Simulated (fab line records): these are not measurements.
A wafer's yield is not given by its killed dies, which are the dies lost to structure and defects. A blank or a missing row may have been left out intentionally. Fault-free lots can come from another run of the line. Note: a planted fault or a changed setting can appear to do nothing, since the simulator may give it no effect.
Chamber matching | flow nand harc | 4 sister chambers for NHARC_A_CHANNEL_HOLE_D1_DESCUM_15 on rie diel-02
The step chemistry O2, time 3 s. 14 wafers are shown with their chamber, then 7 later ones without.

== WAFERS, EACH WITH ITS CHAMBER ==
wafer  | chamber | drypump motor current A (A) | oes product au (a.u.) | throttle valve pct (%)
L076.1 | 2       | 5.6                         | 1.001                 | 11.314
L076.2 | 1       | 6.1                         | 1.001                 | 11.319
L076.4 | 0       | 5.7                         | 0.992                 | 11.307
L074.1 | 0       | 5.7                         | 1.003                 | 11.316
L074.5 | 0       | 5.7                         | 1.003                 | 11.321
L074.6 | 1       | 6.1                         | 1.007                 | 11.311
L077.2 | 3       | 4.8                         | 0.988                 | 11.320
L077.3 | 1       | 6.1                         | 0.992                 | 11.310
L077.5 | 2       | 5.6                         | 1.007                 | 11.315
L081.2 | 3       | 4.8                         | 0.996                 | 11.314
L081.3 | 1       | 6.1                         | 0.999                 | 11.305
L081.5 | 0       | 5.7                         | 1.011                 | 11.300
L083.2 | 0       | 5.8                         | 1.008                 | 11.318
L083.5 | 1       | 6.1                         | 0.997                 | 11.306

SIGNATURES, as means of the wafers listed above
reading                 | chamber 0 | chamber 1 | chamber 2 | chamber 3 | scatter within a chamber
drypump motor current A | 5.720     | 6.100     | 5.600     | 4.800     | 0.0283
oes product au          | 1.00340   | 0.99920   | 1.00400   | 0.99200   | 0.00616
throttle valve pct      | 11.31240  | 11.31020  | 11.31450  | 11.31700  | 0.00665
Rule: for each reading, subtract the chamber's mean from the wafer's reading, divide by that reading's scatter and square the result; add these up over the readings and take the root, which gives the wafer's distance from the chamber. If the next closest chamber is less than 2 further off than the closest, the wafer can't be placed; otherwise it belongs to the closest. The scatter: the root of (the sum of the squares of (reading less its chamber's mean) over the shown wafers, divided by (wafers less chambers)).

== WAFERS WITH NO CHAMBER GIVEN ==
wafer  | drypump motor current A (A) | oes product au (a.u.) | throttle valve pct (%)
L083.6 | 5.8                         | 1.002                 | 11.311
L095.2 | 6.1                         | 0.990                 | 11.305
L095.3 | 6.1                         | 1.001                 | 11.302
L095.6 | 4.8                         | 1.021                 | 11.322
L097.2 | 6.1                         | 0.990                 | 11.324
L097.3 | 4.8                         | 1.026                 | 11.312
L097.5 | 5.6                         | 1.012                 | 11.319

== CHAMBER TAKEN BY EACH ==
wafer  | from the rows above | in truth
L083.6 | 0                   | 0
L095.2 | 1                   | 1
L095.3 | 1                   | 1
L095.6 | 3                   | 3
L097.2 | 1                   | 1
L097.3 | 3                   | 3
L097.5 | 2                   | 2
Placed correctly: 7 of 7. Left unplaced by these rows: 0. Number placed wrongly: 0.
